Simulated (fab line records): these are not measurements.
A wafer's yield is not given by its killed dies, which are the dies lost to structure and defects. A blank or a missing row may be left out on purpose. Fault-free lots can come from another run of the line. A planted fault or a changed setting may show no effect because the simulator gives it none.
Which tool was responsible?	flow nand_harc	24 lots, 72 wafers sampled, at 6 steps of a route of 1302

== WHAT THE GAUGES READ, wafer by wafer ==
The record holds no reading of a measuring or inspecting step that can be judged against a usual standard deviation.

== TOOL THAT RAN EACH LOT (tool first, then ch and the chambers of the sampled wafers, then the start) ==
lot	NHARC_P_GATE_HM_OPEN_105	NHARC_P_GATE_RTA_64	NHARC_P_CONTACT_CMP_01	NHARC_P_CONTACT_ETCH_36	NHARC_P_CONTACT_STRIP_28	NHARC_P_M0_DEGAS_28
L074	rie_diel-12 ch 0,2, day 6 02:20 or earlier	rtp_anneal-02 ch 0, day 6 02:20	cmp-01 ch 1,2,3, day 6 04:21	rie_diel-10 ch 0,2,3, day 6 06:18 or earlier	rie_diel-05 ch 0,1, day 6 06:18	pvd_sputter-03, day 6 10:28
L075	rie_diel-11 ch 0,1, day 6 17:59 or earlier	rtp_anneal-02 ch 0, day 6 17:59	cmp-04 ch 0,3, day 6 20:08	rie_diel-08 ch 0,1,2, day 6 22:08 or earlier	rie_diel-05 ch 1,2,3, day 6 22:08	pvd_sputter-01, day 7 02:32
L076	rie_diel-11 ch 0,1,3, day 6 17:30 or earlier	rtp_anneal-01 ch 0, day 6 17:30	cmp-04 ch 1,2,3, day 6 19:31	rie_diel-05 ch 0,1,2, day 6 21:28 or earlier	rie_diel-10 ch 1,2,3, day 6 21:28	pvd_sputter-02, day 7 01:51
L077	rie_diel-03 ch 0,1,3, day 6 23:59 or earlier	rtp_anneal-01 ch 0, day 6 23:59	cmp-03 ch 0,1, day 7 01:59	rie_diel-05 ch 0,3, day 7 03:56 or earlier	rie_diel-08 ch 2,3, day 7 03:56	pvd_sputter-03, day 7 08:13
L078	rie_diel-12 ch 1,2,3, day 7 12:43 or earlier	rtp_anneal-01 ch 0, day 7 12:43	cmp-01 ch 0,1,3, day 7 14:45	rie_diel-10 ch 0,1,2, day 7 16:44 or earlier	rie_diel-05 ch 0,1,3, day 7 16:44	pvd_sputter-03, day 7 20:47
L079	rie_diel-03 ch 1,2,3, day 7 19:57 or earlier	rtp_anneal-01 ch 0, day 7 19:57	cmp-04 ch 0,2,3, day 7 22:08	rie_diel-08 ch 0,2,3, day 8 00:07 or earlier	rie_diel-05 ch 1,2,3, day 8 00:07	pvd_sputter-02, day 8 04:18
L080	rie_diel-12 ch 1,2,3, day 8 03:39 or earlier	rtp_anneal-02 ch 0, day 8 03:39	cmp-04 ch 1,2, day 8 05:39	rie_diel-10 ch 0,1, day 8 07:46 or earlier	rie_diel-05 ch 0,1,3, day 8 07:46	pvd_sputter-01, day 8 11:58
L081	rie_diel-12 ch 0,2,3, day 8 15:01 or earlier	rtp_anneal-01 ch 0, day 8 15:01	cmp-01 ch 0,1,3, day 8 17:07	rie_diel-08 ch 0,1,2, day 8 19:05 or earlier	rie_diel-08 ch 0,2, day 8 19:05	pvd_sputter-01, day 8 23:34
L082	rie_diel-03 ch 0,1,2, day 9 03:44 or earlier	rtp_anneal-02 ch 0, day 9 03:44	cmp-04 ch 1,2,3, day 9 05:49	rie_diel-10 ch 1,2, day 9 07:44 or earlier	rie_diel-05 ch 0,1,2, day 9 07:44	pvd_sputter-01, day 9 12:04
L083	rie_diel-03 ch 1,2,3, day 9 11:02 or earlier	rtp_anneal-02 ch 0, day 9 11:02	cmp-03 ch 2,3, day 9 13:02	rie_diel-08 ch 0,1, day 9 14:52 or earlier	rie_diel-08 ch 0,1,2, day 9 14:52	pvd_sputter-01, day 9 19:02
L084	rie_diel-03 ch 1,2,3, day 10 01:02 or earlier	rtp_anneal-02 ch 0, day 10 01:02	cmp-04 ch 1,3, day 10 03:05	rie_diel-05 ch 1,2,3, day 10 05:02 or earlier	rie_diel-10 ch 0,2,3, day 10 05:02	pvd_sputter-02, day 10 09:13
L085	rie_diel-12 ch 0,1,2, day 10 05:03 or earlier	rtp_anneal-02 ch 0, day 10 05:03	cmp-01 ch 1,2,3, day 10 07:04	rie_diel-05 ch 0,2,3, day 10 09:02 or earlier	rie_diel-10 ch 1,2,3, day 10 09:02	pvd_sputter-02, day 10 13:11
L086	rie_diel-12 ch 0,3, day 10 18:23 or earlier	rtp_anneal-02 ch 0, day 10 18:23	cmp-01 ch 1,3, day 10 20:24	rie_diel-08 ch 0,1,3, day 10 22:21 or earlier	rie_diel-10 ch 0,2,3, day 10 22:21	pvd_sputter-02, day 11 02:36
L087	rie_diel-03 ch 1,2,3, day 11 02:00 or earlier	rtp_anneal-02 ch 0, day 11 02:00	cmp-01 ch 0,1,2, day 11 04:25	rie_diel-08 ch 0,1, day 11 06:20 or earlier	rie_diel-08 ch 0,3, day 11 06:20	pvd_sputter-01, day 11 11:05
L088	rie_diel-11 ch 2,3, day 11 20:47 or earlier	rtp_anneal-01 ch 0, day 11 20:47	cmp-01 ch 0,3, day 11 22:47	rie_diel-08 ch 0,1,3, day 12 00:36 or earlier	rie_diel-10 ch 1,2, day 12 00:36	pvd_sputter-01, day 12 05:17
L089	rie_diel-03 ch 1,2, day 11 21:37 or earlier	rtp_anneal-01 ch 0, day 11 21:37	cmp-04 ch 1,2, day 11 23:41	rie_diel-05 ch 0,1, day 12 01:37 or earlier	rie_diel-08 ch 1,2, day 12 01:37	pvd_sputter-02, day 12 05:44
L090	rie_diel-12 ch 1,2, day 12 11:55 or earlier	rtp_anneal-01 ch 0, day 12 11:55	cmp-01 ch 1,2,3, day 12 13:56	rie_diel-10 ch 0,1,2, day 12 15:52 or earlier	rie_diel-05 ch 0,1, day 12 15:52	pvd_sputter-03, day 12 20:10
L091	rie_diel-03 ch 2,3, day 12 12:56 or earlier	rtp_anneal-02 ch 0, day 12 12:56	cmp-03 ch 0,2,3, day 12 14:56	rie_diel-08 ch 0,1,2, day 12 16:55 or earlier	rie_diel-10 ch 0,2,3, day 12 16:55	pvd_sputter-01, day 12 21:08
L092	rie_diel-03 ch 0,1,3, day 13 21:47 or earlier	rtp_anneal-01 ch 0, day 13 21:47	cmp-03 ch 0,1,2, day 13 23:51	rie_diel-08 ch 1,2,3, day 14 01:46 or earlier	rie_diel-05 ch 2,3, day 14 01:46	pvd_sputter-01, day 14 05:54
L093	rie_diel-11 ch 0,1,3, day 13 22:12 or earlier	rtp_anneal-02 ch 0, day 13 22:12	cmp-01 ch 0,1,2, day 14 00:12	rie_diel-10 ch 0,1, day 14 02:10 or earlier	rie_diel-08 ch 1,2,3, day 14 02:10	pvd_sputter-02, day 14 06:19
L094	rie_diel-03 ch 0,1,3, day 14 04:12 or earlier	rtp_anneal-01 ch 0, day 14 04:12	cmp-04 ch 0,1,3, day 14 06:14	rie_diel-08 ch 0,1,3, day 14 08:13 or earlier	rie_diel-10 ch 1,2,3, day 14 08:13	pvd_sputter-01, day 14 12:20
L095	rie_diel-03 ch 0,1,3, day 14 16:41 or earlier	rtp_anneal-01 ch 0, day 14 16:41	cmp-03 ch 0,1,3, day 14 18:47	rie_diel-08 ch 0,1, day 14 20:40 or earlier	rie_diel-05 ch 0,1, day 14 20:40	pvd_sputter-03, day 15 00:42
L096	rie_diel-03 ch 2,3, day 15 02:09 or earlier	rtp_anneal-01 ch 0, day 15 02:09	cmp-01 ch 0,1,2, day 15 04:22	rie_diel-10 ch 0,2,3, day 15 06:11 or earlier	rie_diel-08 ch 0,2,3, day 15 06:11	pvd_sputter-02, day 15 10:24
L097	rie_diel-11 ch 0,2,3, day 15 09:15 or earlier	rtp_anneal-01 ch 0, day 15 09:15	cmp-01 ch 0,2,3, day 15 11:17	rie_diel-10 ch 0,1,2, day 15 13:43 or earlier	rie_diel-08 ch 0,2,3, day 15 13:43	pvd_sputter-01, day 15 18:24
- NHARC_P_GATE_HM_OPEN_105: chemistry O2/COS, target depth 360 nm.
- NHARC_P_GATE_RTA_64: time 1 s.
- NHARC_P_CONTACT_CMP_01: polishes SiO2, target thk 200 nm.
- NHARC_P_CONTACT_ETCH_36: etches the open film in N2/H2, target depth 260 nm, time 406.25 s.
- NHARC_P_CONTACT_STRIP_28: strips in O2.
- NHARC_P_M0_DEGAS_28: time 60 s.

== AS READ BY THE TOOLS THEMSELVES (means over the sampled wafers that have a number; for cases with no such wafer, the mark the record gives instead) ==
NHARC_P_GATE_HM_OPEN_105.
lot	tool	drypump_motor_current_A (A)	oes_product_au (a.u.)	rf_vpp_V (V)	showerhead_plenum_p_Torr (Torr)	throttle_valve_pct (%)
L074	rie_diel-12	5.3	0.996	465.0	3.03	28.336
L075	rie_diel-11	6.0	0.995	467.3	3.09	28.332
L076	rie_diel-11	5.8	0.993	466.3	3.11	28.331
L077	rie_diel-03	5.8	0.996	468.1	3.18	28.326
L078	rie_diel-12	5.6	1.019	468.4	3.14	28.325
L079	rie_diel-03	6.2	0.999	467.5	3.14	28.333
L080	rie_diel-12	5.6	1.008	466.8	3.14	28.328
L081	rie_diel-12	5.6	1.013	465.3	3.04	28.323
L082	rie_diel-03	5.8	0.997	467.0	3.12	28.331
L083	rie_diel-03	6.2	0.997	466.7	3.14	28.326
L084	rie_diel-03	6.2	0.996	467.0	3.14	28.345
L085	rie_diel-12	5.2	1.008	467.8	3.13	28.330
L086	rie_diel-12	5.8	1.012	464.3	2.97	28.327
L087	rie_diel-03	6.2	1.005	467.7	3.14	28.338
L088	rie_diel-11	5.9	0.997	466.0	3.01	28.335
L089	rie_diel-03	5.9	1.002	466.2	3.05	28.342
L090	rie_diel-12	5.2	1.006	468.7	3.23	28.330
L091	rie_diel-03	6.5	0.998	469.3	3.22	28.333
L092	rie_diel-03	5.8	0.999	469.0	3.17	28.328
L093	rie_diel-11	5.8	1.001	467.0	3.10	28.328
L094	rie_diel-03	5.8	1.007	468.3	3.17	28.322
L095	rie_diel-03	5.8	1.002	469.1	3.17	28.330
L096	rie_diel-03	6.5	1.013	469.1	3.17	28.330
L097	rie_diel-11	5.8	0.993	466.0	3.09	28.328

NHARC_P_GATE_RTA_64.
lot	tool	lamp_power_pct (%)	lamp_zone_4_pct (%)	lamp_zone_7_pct (%)	wafer_temp_C_max
L074	rtp_anneal-02	35.7	35.7	36.1	1052.6
L075	rtp_anneal-02	35.7	35.7	36.2	1052.6
L076	rtp_anneal-01	32.8	32.8	33.2	1054.7
L077	rtp_anneal-01	32.8	32.8	33.3	1053.9
L078	rtp_anneal-01	32.8	32.8	33.2	1054.5
L079	rtp_anneal-01	32.9	32.8	33.3	1054.8
L080	rtp_anneal-02	35.8	35.8	36.2	1052.3
L081	rtp_anneal-01	32.9	32.8	33.2	1054.6
L082	rtp_anneal-02	35.8	35.8	36.2	1052.7
L083	rtp_anneal-02	35.7	35.8	36.2	1053.1
L084	rtp_anneal-02	35.7	35.8	36.2	1053.3
L085	rtp_anneal-02	35.8	35.8	36.2	1053.3
L086	rtp_anneal-02	35.7	35.7	36.1	1052.6
L087	rtp_anneal-02	35.7	35.7	36.2	1053.2
L088	rtp_anneal-01	32.9	32.8	33.2	1054.5
L089	rtp_anneal-01	32.8	32.8	33.2	1054.7
L090	rtp_anneal-01	32.8	32.8	33.2	1055.1
L091	rtp_anneal-02	35.8	35.7	36.2	1053.5
L092	rtp_anneal-01	32.8	32.9	33.3	1055.0
L093	rtp_anneal-02	35.7	35.7	36.2	1053.1
L094	rtp_anneal-01	32.8	32.8	33.3	1055.2
L095	rtp_anneal-01	32.8	32.8	33.2	1055.2
L096	rtp_anneal-01	32.8	32.8	33.2	1054.2
L097	rtp_anneal-01	32.8	32.8	33.3	1054.2

NHARC_P_CONTACT_CMP_01.
lot	tool	motor_current_A (A)	pad_life_wafers
L074	cmp-01	10.6	116
L075	cmp-04	13.2	114
L076	cmp-04	11.9	109
L077	cmp-03	11.9	283
L078	cmp-01	11.3	253
L079	cmp-04	12.5	241
L080	cmp-04	11.5	282
L081	cmp-01	11.5	356
L082	cmp-04	12.1	368
L083	cmp-03	13.9	152
L084	cmp-04	12.5	38
L085	cmp-01	10.5	122
L086	cmp-01	11.6	158
L087	cmp-01	10.0	182
L088	cmp-01	12.0	230
L089	cmp-04	11.5	200
L090	cmp-01	10.6	344
L091	cmp-03	13.4	44
L092	cmp-03	12.6	224
L093	cmp-01	9.8	80
L094	cmp-04	12.8	32
L095	cmp-03	12.9	333
L096	cmp-01	10.4	230
L097	cmp-01	10.7	248

NHARC_P_CONTACT_ETCH_36.
lot	tool	drypump_motor_current_A (A)	oes_product_au (a.u.)	rf_vpp_V (V)	showerhead_plenum_p_Torr (Torr)	throttle_valve_pct (%)
L074	rie_diel-10	5.6	1.006	430.9	2.05	14.171
L075	rie_diel-08	5.5	1.005	428.4	1.97	14.171
L076	rie_diel-05	5.3	0.998	430.5	2.06	14.173
L077	rie_diel-05	5.6	0.995	428.7	1.98	14.164
L078	rie_diel-10	5.4	1.002	431.0	2.03	14.171
L079	rie_diel-08	5.5	1.003	429.5	2.00	14.171
L080	rie_diel-10	5.7	1.009	431.4	2.09	14.158
L081	rie_diel-08	5.5	0.992	428.8	1.97	14.172
L082	rie_diel-10	5.5	0.996	430.6	2.04	14.173
L083	rie_diel-08	5.5	1.000	427.7	1.93	14.168
L084	rie_diel-05	5.7	0.997	433.1	2.12	14.167
L085	rie_diel-05	5.6	1.000	431.0	2.05	14.173
L086	rie_diel-08	5.4	1.002	429.0	1.96	14.170
L087	rie_diel-08	5.5	1.008	427.5	1.93	14.166
L088	rie_diel-08	5.4	0.999	428.6	1.96	14.167
L089	rie_diel-05	5.3	0.998	429.7	1.99	14.176
L090	rie_diel-10	5.4	0.996	431.0	2.03	14.175
L091	rie_diel-08	5.5	1.008	428.5	1.97	14.170
L092	rie_diel-08	5.6	1.004	428.5	1.97	14.173
L093	rie_diel-10	5.7	1.000	430.7	2.08	14.166
L094	rie_diel-08	5.4	1.013	428.2	1.96	14.177
L095	rie_diel-08	5.5	1.002	428.3	1.93	14.170
L096	rie_diel-10	5.6	1.004	430.2	2.05	14.173
L097	rie_diel-10	5.4	1.000	430.0	2.03	14.174

NHARC_P_CONTACT_STRIP_28.
lot	tool	drypump_motor_current_A (A)	oes_product_au (a.u.)	rf_vpp_V (V)	showerhead_plenum_p_Torr (Torr)	throttle_valve_pct (%)
L074	rie_diel-05	5.3	1.001	57.8	3.45	17.038
L075	rie_diel-05	5.7	0.990	58.3	3.66	17.034
L076	rie_diel-10	5.6	0.991	57.9	3.57	17.030
L077	rie_diel-08	5.6	1.007	57.7	3.49	17.038
L078	rie_diel-05	5.7	0.999	57.6	3.54	17.041
L079	rie_diel-05	5.7	0.997	58.0	3.66	17.037
L080	rie_diel-05	5.7	1.003	57.7	3.54	17.039
L081	rie_diel-08	5.6	1.001	58.9	3.49	17.048
L082	rie_diel-05	5.3	0.995	57.8	3.56	17.036
L083	rie_diel-08	5.5	0.993	57.5	3.42	17.029
L084	rie_diel-10	5.6	1.002	57.8	3.55	17.042
L085	rie_diel-10	5.6	1.006	57.8	3.56	17.033
L086	rie_diel-10	5.6	0.998	57.7	3.55	17.040
L087	rie_diel-08	5.3	1.007	56.8	3.45	17.041
L088	rie_diel-10	5.5	0.997	58.1	3.53	17.043
L089	rie_diel-08	5.7	1.000	58.1	3.44	17.039
L090	rie_diel-05	5.4	1.011	58.8	3.55	17.034
L091	rie_diel-10	5.6	1.002	57.8	3.55	17.035
L092	rie_diel-05	6.0	1.000	58.0	3.65	17.046
L093	rie_diel-08	5.6	1.007	58.1	3.42	17.034
L094	rie_diel-10	5.6	1.002	57.6	3.56	17.031
L095	rie_diel-05	5.4	0.995	58.6	3.45	17.038
L096	rie_diel-08	5.5	1.005	58.2	3.47	17.042
L097	rie_diel-08	5.5	1.005	57.6	3.47	17.044

NHARC_P_M0_DEGAS_28.
lot	tool	heater_power_w (W)
L074	pvd_sputter-03	317
L075	pvd_sputter-01	312
L076	pvd_sputter-02	324
L077	pvd_sputter-03	332
L078	pvd_sputter-03	319
L079	pvd_sputter-02	321
L080	pvd_sputter-01	315
L081	pvd_sputter-01	297
L082	pvd_sputter-01	294
L083	pvd_sputter-01	296
L084	pvd_sputter-02	322
L085	pvd_sputter-02	330
L086	pvd_sputter-02	322
L087	pvd_sputter-01	317
L088	pvd_sputter-01	308
L089	pvd_sputter-02	318
L090	pvd_sputter-03	331
L091	pvd_sputter-01	316
L092	pvd_sputter-01	312
L093	pvd_sputter-02	324
L094	pvd_sputter-01	301
L095	pvd_sputter-03	338
L096	pvd_sputter-02	328
L097	pvd_sputter-01	331

== THE ANSWER, worked out from the rows above alone ==
Rule: the lots themselves supply what counts as usual. Put in order of their means at a reading, lots are off if they are a third of the lots or fewer, leave a main group of 4 or more, and stand apart from it by a gap of 3 or more times the standard deviation of the main group's means; of several such gaps the widest counts. If all means in a main group match to the digits the tables above print for the reading, that group is not used. A lot without any number at a reading at which 4 lots or more have one is off too. All remaining lots with rows at the step are treated as sound. First the gauges in route order, then the tools' own readings, where a lot's mean is used as printed above. The first step at which some lot is off is used, and at that step the reading that is off furthest; a lot without a number counts as furthest.
None of the lots is off at any reading shown; this tells nothing.

== WHAT THE SIMULATOR HAD INSERTED ==
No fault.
